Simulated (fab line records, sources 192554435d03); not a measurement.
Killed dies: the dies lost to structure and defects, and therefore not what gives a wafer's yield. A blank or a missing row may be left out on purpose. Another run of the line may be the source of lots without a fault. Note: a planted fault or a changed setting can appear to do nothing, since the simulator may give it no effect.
What tool caused it?	flow n5Finfet	32 wafers from 11 lots sampled at 5 of the route's 1938 steps

== WHAT THE GAUGES READ, wafer by wafer ==
N5_STI_FIN_REVEAL_INSPECT_13: inspects for defects (darkfield).
lot	measured	on	rawDefectCount
L644	day 2 19:47	defectInspect-01	4 6 8
L647	day 3 12:48	defectInspect-01	12 9 12
L648	day 3 18:31	defectInspect-01	14 12 10
L649	day 4 00:37	defectInspect-01	8 15 12
L650	day 4 07:02	defectInspect-02	12 11 9
L654	day 5 09:10	defectInspect-02	6 18 4
L657	day 6 00:32	defectInspect-02	19 10 13
L661	day 7 03:13	defectInspect-01	1250 15 7
L664	day 7 19:49	defectInspect-02	7 12 5
L665	day 8 00:21	defectInspect-02	12 26
L666	day 8 08:15	defectInspect-01	17 9 5

N5_DUMMY_GATE_OVL_MEAS_16.
lot	measured	on	GATE_OVL (nm)
L644	day 3 06:07	overlay-02	0.4 0.6 0.3
L647	day 3 21:27	overlay-01	0.9 1.1 0.2
L648	day 4 03:23	overlay-01	-0.2 -0.6 -0.4
L649	day 4 09:49	overlay-01	1.6 1.3 0.7
L650	day 4 15:36	overlay-02	-0.3 -0.6 -0.2
L654	day 5 17:43	overlay-02	-0.4 -0.9 0.1
L657	day 6 09:15	overlay-02	0.6 0.3 0.2
L661	day 7 12:21	overlay-02	0.4 -0.3 -0.6
L664	day 8 04:22	overlay-02	0.1 0.2 0.1
L665	day 8 09:00	overlay-01	0.1 0.6
L666	day 8 16:47	overlay-02	0.0 -0.5 -0.2

== WHAT TOOL EACH LOT RAN ON (gives the tool, then ch and the chambers of the sampled wafers, and finally the start) ==
lot	N5_FIN_CUT_CUT_ETCH_27	N5_STI_FIN_REVEAL_ALD_00	N5_STI_FIN_REVEAL_CMP_04
L644	rieDiel-02 ch 0,1,3, day 2 10:39	aldSin-01 ch 0,1,3, day 2 11:07	cmp-02 ch 0,1,3, day 2 16:13
L647	rieDiel-06 ch 0,1,2, day 3 03:22	aldSin-04 ch 0,2,3, day 3 03:55	cmp-03 ch 0,1,2, day 3 09:01
L648	rieDiel-02 ch 0,1,3, day 3 09:12	aldSin-01 ch 1,3, day 3 09:41	cmp-03 ch 1,2,3, day 3 14:46
L649	rieDiel-06 ch 1,3, day 3 15:07	aldSin-03 ch 0,1,3, day 3 15:38	cmp-04 ch 0,2,3, day 3 20:48
L650	rieDiel-04 ch 0,2, day 3 21:18	aldSin-03 ch 0,2,3, day 3 21:46	cmp-04 ch 1,2,3, day 4 03:28
L654	rieDiel-04 ch 0,1,2, day 4 22:22	aldSin-01 ch 0,1,2, day 5 00:29	cmp-04 ch 1,2, day 5 05:35
L657	rieDiel-06 ch 0,1, day 5 15:01	aldSin-03 ch 1,3, day 5 15:50	cmp-03 ch 0,2, day 5 20:58
L661	rieDiel-02 ch 1,2,3, day 6 17:47	aldSin-01 ch 0,3, day 6 18:28	cmp-04 ch 0,1,3, day 6 23:34
L664	rieDiel-06 ch 0,1,3, day 7 10:21	aldSin-03 ch 0,2,3, day 7 10:53	cmp-03 ch 0,1,2, day 7 16:13
L665	rieDiel-06 ch 1,3, day 7 15:11	aldSin-03 ch 2,3, day 7 15:39	cmp-02 ch 0,2, day 7 20:50
L666	rieDiel-06 ch 0,3, day 7 21:13	aldSin-03 ch 1,2, day 7 21:55	cmp-02 ch 1,2,3, day 8 03:05
- N5_FIN_CUT_CUT_ETCH_27: etches SiO2 in CHF3/O2, target depth 4 nm, overetch 2 nm, time 4.9 s.
- N5_STI_FIN_REVEAL_ALD_00: deposits SiO2, target thk 1 nm, pulse time 1 s.
- N5_STI_FIN_REVEAL_CMP_04: polishes, stops on Si3N4, t overpolish 4 s, target thk 131.83 nm.

== AS READ BY THE TOOLS THEMSELVES (means over the sampled wafers that have a number; for cases with no such wafer, the mark the record gives instead) ==
N5_FIN_CUT_CUT_ETCH_27.
lot	tool	O2_flow_sccm (sccm)	drypumpMotorCurrentA (A)	oesProductAu (a.u.)	rfFwdPowerW (W)	rfVppV (V)	showerheadPlenumPTorr (Torr)	throttleValvePct (%)
L644	rieDiel-02	5.005	5.5	0.71	642.4	521	2.56	18.61
L647	rieDiel-06	5.002	5.9	0.68	643.2	521	2.41	18.62
L648	rieDiel-02	4.982	5.6	0.70	642.5	521	2.56	18.62
L649	rieDiel-06	5.006	5.8	0.66	643.9	527	2.46	18.57
L650	rieDiel-04	4.984	5.4	0.65	642.2	523	2.35	18.83
L654	rieDiel-04	4.991	5.5	0.60	642.4	526	2.37	18.83
L657	rieDiel-06	5.013	5.8	0.63	642.1	520	2.32	18.74
L661	rieDiel-02	4.991	6.0	0.68	642.3	518	2.48	18.64
L664	rieDiel-06	4.996	5.8	0.63	642.8	523	2.38	18.69
L665	rieDiel-06	4.989	5.9	0.65	644.2	524	2.42	18.58
L666	rieDiel-06	4.995	5.6	0.59	644.1	525	2.36	18.84

N5_STI_FIN_REVEAL_ALD_00.
lot	tool	heaterPowerW (W)	precursorPulseHeightRel	susceptorTempC (C)
L644	aldSin-01	475	0.987	299.79
L647	aldSin-04	451	0.972	299.81
L648	aldSin-01	488	1.004	299.93
L649	aldSin-03	441	1.005	300.11
L650	aldSin-03	495	1.018	300.09
L654	aldSin-01	445	1.012	299.99
L657	aldSin-03	423	0.993	300.19
L661	aldSin-01	476	1.003	300.27
L664	aldSin-03	495	1.005	299.94
L665	aldSin-03	474	1.018	300.17
L666	aldSin-03	496	1.016	299.86

N5_STI_FIN_REVEAL_CMP_04.
lot	tool	edgeZonePressureFrac	motorCurrentA (A)	overpolishRunS (s)	slurryFilterDpKPa (kPa)	timeToEndpointS (s)
L644	cmp-02	1.001	7.9	4.003	13.67	109
L647	cmp-03	0.999	8.3	4.003	13.64	96
L648	cmp-03	1.000	8.7	4.003	13.41	96
L649	cmp-04	1.000	7.3	4.000	13.47	103
L650	cmp-04	0.998	7.7	4.000	13.46	104
L654	cmp-04	1.003	7.7	3.994	13.42	111
L657	cmp-03	1.002	8.1	3.997	13.57	98
L661	cmp-04	1.002	7.9	4.000	13.53	106
L664	cmp-03	0.997	7.9	4.003	13.50	100
L665	cmp-02	1.004	7.6	4.002	13.44	104
L666	cmp-02	0.999	7.8	4.003	13.53	104

== THE ANSWER, worked out from the rows above alone ==
Rule: usual is defined by the lots themselves. The widest of any qualifying gaps counts: lots, ordered by their means at a reading, are off when they make up no more than a third of the lots, leave a main group of 4 or more, and stand apart from it by 3 or more times the standard deviation of that group's means. A main group whose means are all the same, to the digits that the tables above print for the reading, isn't used. A lot without any number at a reading at which 4 lots or more have one is off too. Where the step has rows for the other lots, those lots are counted as sound. After the gauges, taken in route order, come the tools' own readings; for these a lot's mean is taken, as printed above. At the first step where some lot is off, the reading lying furthest off is the one used; lots without a number count as furthest.
Off, at N5_STI_FIN_REVEAL_INSPECT_13 on rawDefectCount: L661. For the main group the mean is 11 and the standard deviation 3.3.
A tool fits if, at a process step before that reading, it ran every lot that is off, and no sound lot after the first of them. Those tools and the gauges at N5_STI_FIN_REVEAL_INSPECT_13 are tried in the same way. Can't be told from this: 3 tools fit, rieDiel-02 at N5_FIN_CUT_CUT_ETCH_27, aldSin-01 at N5_STI_FIN_REVEAL_ALD_00, cmp-04 at N5_STI_FIN_REVEAL_CMP_04.

== WHAT THE SIMULATOR PUT IN ==
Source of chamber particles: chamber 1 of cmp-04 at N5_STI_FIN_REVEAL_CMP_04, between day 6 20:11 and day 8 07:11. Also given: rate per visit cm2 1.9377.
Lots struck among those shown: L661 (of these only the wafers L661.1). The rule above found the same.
